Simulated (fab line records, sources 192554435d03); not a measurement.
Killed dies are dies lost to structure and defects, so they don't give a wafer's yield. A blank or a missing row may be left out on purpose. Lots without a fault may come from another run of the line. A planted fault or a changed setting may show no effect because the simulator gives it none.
Chamber matching | flow n5_finfet | N5_BEOL_M10_CURE_71 on uv_cure-02: 3 sister chambers
The step cures SiCOH lowk, time 240 s. 16 wafers are shown with their chamber, then 8 later ones without.

WAFERS WITH THEIR CHAMBER
wafer  | chamber | wafer_temp_C_max | lamp_power_pct (%)
L076.3 | 1       | 386.2            | 52.31
L076.4 | 1       | 386.5            | 52.31
L076.6 | 1       | 386.5            | 52.27
L078.1 | 1       | 387.1            | 52.23
L078.3 | 1       | 386.1            | 52.36
L078.5 | 1       | 387.1            | 52.31
L080.1 | 1       | 386.5            | 52.35
L080.2 | 1       | 386.3            | 52.22
L080.4 | 1       | 386.7            | 52.33
L084.3 | 1       | 386.7            | 52.33
L084.4 | 1       | 386.1            | 52.31
L084.5 | 1       | 386.4            | 52.28
L093.1 | 2       | 387.7            | 52.28
L093.2 | 2       | 387.5            | 52.34
L093.3 | 2       | 387.4            | 52.36
L092.1 | 0       | 387.3            | 52.37

SIGNATURES (means of the wafers above)
reading          | chamber 0 | chamber 1 | chamber 2 | scatter within a chamber
wafer_temp_C_max | 387.300   | 386.517   | 387.533   | 0.317
lamp_power_pct   | 52.3700   | 52.3008   | 52.3267   | 0.0433
Rule: a wafer's distance from a chamber is the root of the sum, over the readings, of the square of ((its reading less the chamber's mean) divided by the reading's scatter). The wafer belongs to the nearest chamber; if the next one is less than 2 further off, it can't be placed. The scatter: the root of (the sum of the squares of (reading less its chamber's mean) over the shown wafers, divided by (wafers less chambers)).

WAFERS WITHOUT THEIR CHAMBER
wafer  | wafer_temp_C_max | lamp_power_pct (%)
L092.2 | 386.8            | 52.38
L092.3 | 386.4            | 52.36
L097.1 | 386.3            | 52.40
L097.3 | 386.3            | 52.38
L097.6 | 386.2            | 52.23
L094.2 | 387.3            | 52.34
L094.4 | 386.3            | 52.36
L094.5 | 387.0            | 52.33

WHICH CHAMBER EACH WENT THROUGH
wafer  | from the rows above          | in truth
L092.2 | can't be placed: 0 or 1 or 2 | 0
L092.3 | can't be placed: 1 or 0      | 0
L097.1 | can't be placed: 1 or 0 or 2 | 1
L097.3 | can't be placed: 1 or 0      | 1
L097.6 | 1                            | 1
L094.2 | can't be placed: 0 or 2 or 1 | 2
L094.4 | can't be placed: 1 or 0      | 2
L094.5 | can't be placed: 0 or 1 or 2 | 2
Placed correctly: 1 of 8. Can't be placed from these rows: 7 (the true chamber is among the candidates in 6). Placed wrongly: 0.
